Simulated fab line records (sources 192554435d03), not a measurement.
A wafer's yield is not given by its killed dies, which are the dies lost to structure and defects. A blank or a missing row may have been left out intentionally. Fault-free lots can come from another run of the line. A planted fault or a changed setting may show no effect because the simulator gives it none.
fab line records -- flow n5_finfet
[record] lots = 12, wafers = 34, last_day = 18
route steps=1938 shown GATE_CUT@514 MOL_CONTACT_COAG@531 PASSIVATION@1936
lots that met no fault: taken from a fault-free run of the same line
start_h: the number of hours between the record's first day and the start of the first shown wafer of the lot -- wait_h: hours since the lot's step before -- " the same as in the row above -- L1.1+2: one row covering several wafers at once -- - either no value or no given start -- * or withheld: withheld -- < > ~ a bound
route shown NAME@n: names a module that has steps shown in the file, with the first one's number in the route -- usual: average and standard deviation across the fault-free wafers -- same: alike in all rows -- chamber/n: place in a boat -- sites: the reading at each site -- _std_site: standard deviation of those values -- _edge_site: outer sites' mean less inner sites' -- radius_mm: for every site, how far away it sits from the centre of the wafer -- mask NAME#n: copy n -- behind: tool/chamber where the wafer was last shaped -- hold: why the lot was held/for how many hours/how that ended -- device: names the non-switching transistor (n, p or np) -- end of line: tests of these same wafers at the route's end -- step lacking rows: just its recipe -- killed: count of dies lost to structure and defects at first sort (not the wafer's yield) -- map: per-die view of a wafer (x killed, . not killed, _ where there is no die)
set.NAME: the setting that was run; set.NAME@STEP: the one run at that earlier step -- model.NAME: the simulator's own value behind a step, which no gauge read
one table for each step of the route and one row for each wafer, over a sample of lots
services: from which hour (start_h, from the record's first day; less than 0 if before it) a tool's chamber was out of use, for how many hours, and why
[[steps]]
[step N5_GATE_CUT_CMP_61]
[recipe] stop_on = SiNx, t_overpolish_s = 3, post_cmp_clean = alkaline_brush, down_force_psi = 4, platen_rpm = 27.09, pad_velocity_m_s = 0.539
[usual] motor_current_A = 11.4/1, platen_rpm = 27.090/0.018, slurry_flow_ml_min = 150.0/0.42
lot.wafer,tool,chamber,start_h,wait_h,motor_current_A,platen_rpm,slurry_flow_ml_min
L456.4,cmp-02,1,90.22,0.3,11.1,27.075,149.7
L456.3,cmp-02,2,90.22,0.3,8.6,27.122,150.6
L456.5,cmp-02,0,90.22,0.3,11.5,27.059,149.6
L458.2,cmp-03,1,98.71,0.3,10.5,27.049,149.8
L458.4,cmp-03,2,98.71,0.3,10.9,27.080,150.1
L458.1,cmp-03,3,98.71,0.3,12.6,27.091,150.2
L460.2,cmp-01,2,109.41,0.4,13.5,27.114,150.1
L460.3,cmp-01,1,109.41,0.4,12.6,27.074,150.6
L460.6,cmp-01,3,109.41,0.4,12.0,27.091,149.6
L461.4,cmp-02,1,120.24,0.4,10.9,27.071,149.9
L461.2,cmp-02,2,120.24,0.4,9.4,27.109,149.8
L461.3,cmp-02,0,120.24,0.4,11.3,27.076,150.4
L462.2,cmp-02,1,122.27,0.3,10.5,27.103,149.5
L462.4,cmp-02,2,122.27,0.3,9.5,27.061,150.2
L462.5,cmp-02,3,122.27,0.3,10.9,27.094,149.7
L469.1,cmp-03,0,168.61,0.4,10.1,27.091,149.4
L469.2,cmp-03,2,168.61,0.4,11.2,27.077,149.9
L469.3,cmp-03,3,168.61,0.4,13.0,27.084,150.0
L471.4,cmp-01,0,176.68,0.3,11.4,27.075,149.7
L471.6,cmp-01,2,176.68,0.3,13.8,27.094,149.7
L471.5,cmp-01,3,176.68,0.3,11.8,27.102,149.8
L472.1,cmp-03,1,183.84,0.3,10.7,27.081,150.8
L472.2,cmp-03,2,183.84,0.3,11.6,27.067,149.9
L474.1,cmp-03,2,197.74,0.4,10.7,27.054,150.2
L474.4,cmp-03,3,197.74,0.4,11.7,27.090,150.5
L474.5,cmp-03,2,197.74,0.4,11.0,27.129,149.7
L476.2,cmp-03,0,208.19,0.3,10.8,27.086,149.4
L476.3,cmp-03,2,208.19,0.3,11.2,27.037,150.6
L476.6,cmp-03,3,208.19,0.3,13.0,27.086,149.8
L479.2,cmp-02,0,228.67,1.6,12.0,27.061,150.2
L479.3,cmp-02,1,228.67,1.6,10.5,27.095,150.1
L479.5,cmp-02,1,228.67,1.6,11.0,27.126,149.9
L478.4,cmp-01,1,229.01,0.3,11.6,27.135,149.9
L478.6,cmp-01,0,229.01,0.3,11.8,27.097,149.5
[step N5_MOL_CONTACT_COAG_ETCH_105]
[recipe] chemistry = CF4, target = SiARC, target_depth_a = 156, mask_material = CAR-EUV, time_s = 26, ion_energy_ev = 80, pressure_mtorr = 40, source_w = 545, bias_w = 36, Ar_flow_sccm = 100, cf4_flow_sccm = 100, ends = cleared
[usual] bias_w = 36.00/0.11, drypump_motor_current_A = 5.7/0.38, etch_rf_on_time_s = 25.7/0.44, oes_product_au = 0.70/0.079, rf_vpp_V = 184.4/1.1, showerhead_plenum_p_Torr = 2.15/0.058, throttle_valve_pct = 15.56/0.22
lot.wafer,tool,chamber,start_h,wait_h,bias_w,drypump_motor_current_A,etch_rf_on_time_s,oes_product_au,rf_hours_counter_h,rf_vpp_V,showerhead_plenum_p_Torr,throttle_valve_pct
L456.3,rie_diel-06,1,90.89,0.0,35.97,6.1,26.6,0.62,184,182.9,2.05,15.66
L456.4,rie_diel-06,0,90.89,0.0,36.09,5.3,26.0,0.65,136,185.2,2.15,15.74
L456.5,rie_diel-06,3,90.89,0.0,35.85,5.1,25.8,0.60,-,184.9,2.21,15.90
L458.1,rie_diel-05,1,99.39,0.0,35.94,5.9,26.3,0.83,5,184.5,2.09,15.48
L458.2,rie_diel-05,2,99.39,0.0,36.22,5.8,25.6,0.80,16,181.7,2.10,15.60
L458.4,rie_diel-05,0,99.39,0.0,36.09,5.8,25.9,0.71,66,185.1,2.17,15.18
L460.2,rie_diel-06,0,110.29,0.0,36.02,5.3,26.2,0.64,144,185.2,2.15,15.75
L460.3,rie_diel-06,1,110.29,0.0,36.01,6.1,26.7,0.61,192,183.0,2.05,15.68
L460.6,rie_diel-06,0,110.29,0.0,35.98,5.3,26.2,0.65,-,184.5,2.15,15.75
L461.2,rie_diel-06,3,120.95,0.0,36.06,5.1,25.9,0.61,242,185.0,2.21,15.91
L461.3,rie_diel-06,1,120.95,0.0,36.07,6.1,26.6,0.60,195,184.0,2.05,15.69
L461.4,rie_diel-06,2,120.95,0.0,36.06,5.3,26.2,0.75,36,186.9,2.25,15.34
L462.2,rie_diel-05,0,123.04,0.0,36.05,5.7,25.6,0.70,74,183.9,2.17,15.17
L462.4,rie_diel-05,3,123.04,0.0,36.18,6.3,25.3,0.60,221,186.0,2.20,15.79
L462.5,rie_diel-05,0,123.04,0.0,36.07,5.7,25.7,0.70,-,185.2,2.17,15.19
L469.1,rie_diel-05,1,169.32,0.0,36.03,5.9,25.6,0.77,32,182.7,2.08,15.54
L469.2,rie_diel-05,3,169.32,0.0,35.99,6.3,25.8,0.58,242,184.7,2.19,15.85
L469.3,rie_diel-05,0,169.32,0.0,35.94,5.7,25.5,0.69,93,185.1,2.16,15.23
L471.4,rie_diel-05,1,177.33,0.0,35.86,5.8,25.9,0.76,36,183.6,2.08,15.52
L471.5,rie_diel-05,2,177.33,0.0,35.83,5.8,24.8,0.76,-,183.3,2.09,15.65
L471.6,rie_diel-05,3,177.33,0.0,36.04,6.3,25.7,0.58,-,185.9,2.19,15.84
L472.1,rie_diel-05,2,184.49,0.0,35.86,5.8,25.2,0.75,51,183.7,2.09,15.67
L472.2,rie_diel-05,1,184.49,0.0,36.00,5.9,25.9,0.76,38,183.3,2.08,15.54
L474.1,rie_diel-01,0,198.44,0.0,36.06,5.4,25.2,0.74,72,183.6,2.16,15.45
L474.4,rie_diel-01,1,198.44,0.0,35.81,6.1,25.4,0.71,88,185.0,2.17,15.62
L474.5,rie_diel-01,0,198.44,0.0,35.91,5.4,25.2,0.73,-,183.3,2.16,15.44
L476.2,rie_diel-06,2,208.87,0.0,35.84,5.3,25.7,0.73,62,184.5,2.25,15.38
L476.3,rie_diel-06,1,208.87,0.0,36.01,6.1,26.7,0.60,221,183.5,2.04,15.73
L476.6,rie_diel-06,1,208.87,0.0,35.86,6.2,26.7,0.59,-,183.5,2.04,15.75
L479.2,rie_diel-01,0,229.54,0.0,36.05,5.4,25.6,0.71,82,184.5,2.16,15.47
L479.3,rie_diel-01,2,229.54,0.0,36.13,4.9,25.4,0.77,45,186.8,2.16,15.29
L479.5,rie_diel-01,0,229.54,0.0,36.28,5.4,25.7,0.73,-,184.1,2.16,15.47
L478.4,rie_diel-05,0,229.81,0.0,35.94,5.7,26.1,0.66,116,184.7,2.16,15.28
L478.6,rie_diel-05,2,229.81,0.0,35.86,5.8,25.4,0.73,-,183.9,2.08,15.68
[step N5_MOL_CONTACT_COAG_IMPLANT_129]
[recipe] species = Ge, energy_kev = 3, dose_cm2 = 6e+14, tilt_deg = 0, rotation_deg = 0
[usual] beam_on_s = 40.6/2.2, dose_ions_cm2 = 6e+14/7.1e+11
lot.wafer,tool,chamber,start_h,wait_h,beam_on_s,dose_ions_cm2
L456.3,implanter-01,0,91.33,0.1,36.7,5.996e+14
L456.4,implanter-01,0,91.33,0.1,38.7,5.997e+14
L456.5,implanter-01,0,91.33,0.1,39.5,5.998e+14
L458.1,implanter-01,0,99.76,0.0,39.2,6.016e+14
L458.2,implanter-01,0,99.76,0.0,38.4,6.011e+14
L458.4,implanter-01,0,99.76,0.0,37.6,6.008e+14
L460.2,implanter-02,0,110.69,0.1,43.8,5.999e+14
L460.3,implanter-02,0,110.69,0.1,42.5,5.998e+14
L460.6,implanter-02,0,110.69,0.1,42.6,6.001e+14
L461.2,implanter-02,0,121.36,0.1,42.2,5.999e+14
L461.3,implanter-02,0,121.36,0.1,41.4,5.997e+14
L461.4,implanter-02,0,121.36,0.1,42.1,5.993e+14
L462.2,implanter-02,0,123.44,0.1,42.0,5.993e+14
L462.4,implanter-02,0,123.44,0.1,43.9,6.013e+14
L462.5,implanter-02,0,123.44,0.1,41.5,6.005e+14
L469.1,implanter-01,0,169.69,0.0,19.4,3.09e+14
L469.2,implanter-01,0,169.69,0.0,19.2,3.094e+14
L469.3,implanter-01,0,169.69,0.0,19.2,3.092e+14
L471.4,implanter-01,0,177.80,0.1,19.9,3.095e+14
L471.5,implanter-01,0,177.80,0.1,19.7,3.092e+14
L471.6,implanter-01,0,177.80,0.1,19.2,3.093e+14
L472.1,implanter-02,0,184.87,0.0,42.0,6.003e+14
L472.2,implanter-02,0,184.87,0.0,41.8,6.002e+14
L474.1,implanter-02,0,198.82,0.0,42.4,6.008e+14
L474.4,implanter-02,0,198.82,0.0,42.1,6.017e+14
L474.5,implanter-02,0,198.82,0.0,42.2,6.017e+14
L476.2,implanter-02,0,209.27,0.1,42.8,6.002e+14
L476.3,implanter-02,0,209.27,0.1,42.4,5.999e+14
L476.6,implanter-02,0,209.27,0.1,42.8,6.008e+14
L479.2,implanter-02,0,230.18,0.3,42.4,6.003e+14
L479.3,implanter-02,0,230.18,0.3,41.9,5.998e+14
L479.5,implanter-02,0,230.18,0.3,42.9,5.993e+14
L478.4,implanter-02,0,230.42,0.3,42.6,5.981e+14
L478.6,implanter-02,0,230.42,0.3,42.2,5.984e+14
[step N5_MOL_CONTACT_COAG_PRE_CLEAN_141]
[recipe] gas = H2/He, time_s = 60, temp_c = 300
[usual] heater_power_w = 437/30
lot.wafer,tool,chamber,start_h,wait_h,heater_power_w
L456.3,pvd_sputter-01,-,93.33,1.0,473
L456.4,pvd_sputter-01,-,93.33,1.0,428
L456.5,pvd_sputter-01,-,93.33,1.0,427
L458.1,pvd_sputter-02,-,102.06,1.3,421
L458.2,pvd_sputter-02,-,102.06,1.3,411
L458.4,pvd_sputter-02,-,102.06,1.3,400
L460.2,pvd_sputter-03,-,112.55,0.3,418
L460.3,pvd_sputter-03,-,112.55,0.3,472
L460.6,pvd_sputter-03,-,112.55,0.3,441
L461.2,pvd_sputter-03,-,123.43,0.2,461
L461.3,pvd_sputter-03,-,123.43,0.2,487
L461.4,pvd_sputter-03,-,123.43,0.2,435
L462.2,pvd_sputter-03,-,125.39,0.7,411
L462.4,pvd_sputter-03,-,125.39,0.7,442
L462.5,pvd_sputter-03,-,125.39,0.7,441
L469.1,pvd_sputter-01,-,172.22,0.7,434
L469.2,pvd_sputter-01,-,172.22,0.7,465
L469.3,pvd_sputter-01,-,172.22,0.7,417
L471.4,pvd_sputter-02,-,179.28,0.4,441
L471.5,pvd_sputter-02,-,179.28,0.4,421
L471.6,pvd_sputter-02,-,179.28,0.4,393
L472.1,pvd_sputter-02,-,187.36,0.2,429
L472.2,pvd_sputter-02,-,187.36,0.2,395
L474.1,pvd_sputter-02,-,200.63,0.6,401
L474.4,pvd_sputter-02,-,200.63,0.6,429
L474.5,pvd_sputter-02,-,200.63,0.6,424
L476.2,pvd_sputter-02,-,212.67,2.4,398
L476.3,pvd_sputter-02,-,212.67,2.4,429
L476.6,pvd_sputter-02,-,212.67,2.4,400
L479.2,pvd_sputter-02,-,232.42,1.2,386
L479.3,pvd_sputter-02,-,232.42,1.2,421
L479.5,pvd_sputter-02,-,232.42,1.2,412
L478.4,pvd_sputter-01,-,232.50,1.1,478
L478.6,pvd_sputter-01,-,232.50,1.1,476
[step N5_PASSIVATION_PROBE_49]
[usual] killed_at_M0_to_M3 = 31/11, killed_at_M4_up = 14/5.1, killed_at_contacts = 12/5.6, killed_at_front_end = 42/12, killed_at_other = 3.8/2.9, killed_dies = 103/18, killed_open = 67/14, killed_short = 33/8
[same] gross_dies = 1180, killed_at_back_side = 0
lot.wafer,tool,chamber,start_h,wait_h,killed_at_M0_to_M3,killed_at_M4_up,killed_at_contacts,killed_at_front_end,killed_at_other,killed_dies,killed_open,killed_short
L461.2,prober-02,-,315.87,0.1,17,27,25,33,0,102,62,40
L461.3,prober-02,-,315.92,0.1,19,15,10,32,0,76,59,17
L461.4,prober-02,-,315.97,0.2,18,18,16,57,3,112,81,25
L471.4,prober-01,-,368.49,0.2,34,12,6,44,12,108,66,42
L471.5,prober-01,-,368.54,0.2,20,17,16,41,2,96,77,19
L471.6,prober-01,-,368.59,0.3,32,17,9,34,8,100,69,31
L469.1,prober-02,-,374.03,0.0,32,11,12,64,8,127,82,45
L469.2,prober-02,-,374.08,0.1,23,10,17,74,5,129,82,45
L469.3,prober-02,-,374.13,0.1,27,6,6,66,8,113,85,26
L474.1,prober-01,-,384.76,0.0,32,8,16,28,2,86,56,28
L474.4,prober-01,-,384.91,0.2,40,10,5,37,6,98,58,34
L474.5,prober-01,-,384.96,0.2,26,14,11,20,2,73,46,27
// killed by level:class
L461.2 MOL_CONTACT_COAG:geometric_particle:open=21 BEOL_M4:geometric_particle:short=14 STI_FIN_REVEAL:geometric_particle:open=10 GATE_CUT:geometric_particle:short=5 BEOL_M0_SAQP:geometric_particle:short=5 BEOL_M4:geometric_particle:open=5 ILD0:geometric_particle:open=4 ILD0:geometric_particle:short=4
L461.3 MOL_CONTACT_COAG:geometric_particle:open=10 FIN_SAQP:geometric_particle:open=8 BEOL_M0_SAQP:geometric_particle:open=7 BEOL_M4:geometric_particle:open=6 STI_FIN_REVEAL:geometric_particle:open=5 DUMMY_GATE:geometric_particle:open=5 FIN_SAQP:geometric_particle:short=3 GATE_CUT:geometric_particle:short=3
L461.4 STI_FIN_REVEAL:geometric_particle:open=15 MOL_CONTACT_COAG:geometric_particle:open=15 FIN_SAQP:geometric_particle:open=12 BEOL_M3:geometric_particle:open=7 BEOL_M4:geometric_particle:open=7 DUMMY_GATE:geometric_particle:open=6 FIN_SAQP:geometric_particle:short=5 STARTING-WAFER:geometric_particle:short=5
L471.4 STI_FIN_REVEAL:geometric_particle:open=16 BEOL_M0_SAQP:geometric_particle:short=12 BEOL_M2:geometric_particle:open=8 FIN_SAQP:geometric_particle:open=6 BEOL_M0_SAQP:geometric_particle:open=6 BEOL_M1:geometric_particle:open=6 FIN_SAQP:geometric_particle:short=5 MOL_CONTACT_COAG:geometric_particle:open=5
L471.5 STI_FIN_REVEAL:geometric_particle:open=16 MOL_CONTACT_COAG:geometric_particle:open=15 FIN_SAQP:geometric_particle:open=10 BEOL_M4:geometric_particle:open=9 BEOL_M0_SAQP:geometric_particle:open=5 BEOL_M5:geometric_particle:open=5 FIN_SAQP:geometric_particle:short=4 BEOL_M1:geometric_particle:open=4
L471.6 BEOL_M1:geometric_particle:open=12 FIN_SAQP:geometric_particle:open=10 STI_FIN_REVEAL:geometric_particle:open=10 BEOL_M4:geometric_particle:open=9 MOL_CONTACT_COAG:geometric_particle:open=6 BEOL_M0_SAQP:geometric_particle:short=6 BEOL_M0_SAQP:geometric_particle:open=5 BEOL_M1:geometric_particle:short=5
L469.1 FIN_SAQP:geometric_particle:open=16 STI_FIN_REVEAL:geometric_particle:open=15 FIN_SAQP:geometric_particle:short=10 MOL_CONTACT_COAG:geometric_particle:open=9 BEOL_M1:geometric_particle:open=7 BEOL_M0_SAQP:geometric_particle:short=6 BEOL_M0_SAQP:geometric_particle:open=6 DUMMY_GATE:geometric_particle:open=6
L469.2 FIN_SAQP:geometric_particle:open=29 FIN_SAQP:geometric_particle:short=13 STI_FIN_REVEAL:geometric_particle:open=10 MOL_CONTACT_COAG:geometric_particle:open=9 MOL_CONTACT_COAG:geometric_particle:short=8 DUMMY_GATE:geometric_particle:open=6 BEOL_M1:geometric_particle:open=6 STARTING-WAFER:geometric_particle:short=6
L469.3 STI_FIN_REVEAL:geometric_particle:open=29 FIN_SAQP:geometric_particle:open=16 BEOL_M1:geometric_particle:open=9 FIN_SAQP:geometric_particle:short=7 MOL_CONTACT_COAG:geometric_particle:open=6 BEOL_M0_SAQP:geometric_particle:open=6 BEOL_M0_SAQP:geometric_particle:short=4 BEOL_M2:geometric_particle:open=3
L474.1 MOL_CONTACT_COAG:geometric_particle:open=12 STI_FIN_REVEAL:geometric_particle:open=9 BEOL_M0_SAQP:geometric_particle:open=9 BEOL_M0_SAQP:geometric_particle:short=6 BEOL_M1:geometric_particle:short=5 GATE_CUT:geometric_particle:short=4 MOL_CONTACT_COAG:geometric_particle:short=4 BEOL_M2:geometric_particle:open=4
L474.4 BEOL_M1:geometric_particle:open=9 STI_FIN_REVEAL:geometric_particle:open=8 BEOL_M1:geometric_particle:short=8 BEOL_M0_SAQP:geometric_particle:short=7 BEOL_M0_SAQP:geometric_particle:open=7 BEOL_M4:geometric_particle:open=6 HKMG_FIN:area_etch=6 GATE_CUT:geometric_particle:short=5
L474.5 MOL_CONTACT_COAG:geometric_particle:open=8 BEOL_M1:geometric_particle:open=7 STARTING-WAFER:geometric_particle:open=5 BEOL_M3:geometric_particle:open=4 STARTING-WAFER:geometric_particle:short=4 DUMMY_GATE:geometric_particle:short=3 MOL_CONTACT_COAG:geometric_particle:short=3 BEOL_M0_SAQP:geometric_particle:open=3
[[services]]
tool,chamber,start_h,hours,kind
cmp-03,-,78.65,10.7,pm
rie_diel-05,1,89.71,3.3,repair
cmp-02,-,95.02,0.8,repair
rie_diel-06,3,100.54,10.5,repair
implanter-01,-,112.64,1.9,repair
cmp-03,-,116.87,4.2,pm
rie_diel-06,-,125.58,28.1,pm
cmp-03,-,126.97,0.4,repair
rie_diel-01,2,128.72,2.3,repair
implanter-01,-,130.56,5.5,pm
pvd_sputter-02,-,140.26,0.6,repair
cmp-02,-,161.40,8.3,pm
cmp-01,-,164.60,2.4,repair
rie_diel-05,3,194.37,-,clean
rie_diel-05,3,194.37,-,consumable_replace:focus_ring
rie_diel-05,3,194.37,13.7,scheduled_down
rie_diel-05,3,194.37,13.7,vent_cycle
cmp-03,-,200.43,2.5,repair
cmp-02,-,201.77,6.7,pm
cmp-02,-,209.12,0.2,repair
cmp-01,-,220.21,6.4,pm
implanter-01,-,224.31,6.2,repair
rie_diel-06,3,225.92,16.6,repair
cmp-01,-,231.02,3.8,repair
[[key]]
[first_sign] step = N5_MOL_CONTACT_COAG_IMPLANT_129, reading = dose_ions_cm2, direction = down, sigmas = 99+, usual = 6e+14, struck = 3.093e+14
[effect] step = N5_MOL_CONTACT_COAG_IMPLANT_129, reading = beam_on_s, direction = down, sigmas = 9.6, usual = 40.6, struck = 19.4
met_at N5_MOL_CONTACT_COAG_IMPLANT_129
struck_lots L469,L471
tester_left_out L469,L471
not_acting_at N5_GATE_CUT_CMP_61,N5_MOL_CONTACT_COAG_ETCH_105,N5_MOL_CONTACT_COAG_PRE_CLEAN_141
onset_between 99.76 169.69
[fault] kind = process_parameter_drift, tool = implanter-01, chamber = -, onset_h = 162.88, steps = N5_MOL_CONTACT_COAG_IMPLANT_129, channel = dose_cm2, offset = -2.9053e+14, shape = step, end_h = 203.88, acts_in = these_recipes_only, stated = 6e+14
// tester_left_out: of these lots the tester's yield and bins aren't shown, on N5 and GAA mostly nor the transistor test; their killed dies are dies lost to structure and defects alone, not to doping, threshold or leakage, so they don't give the yield
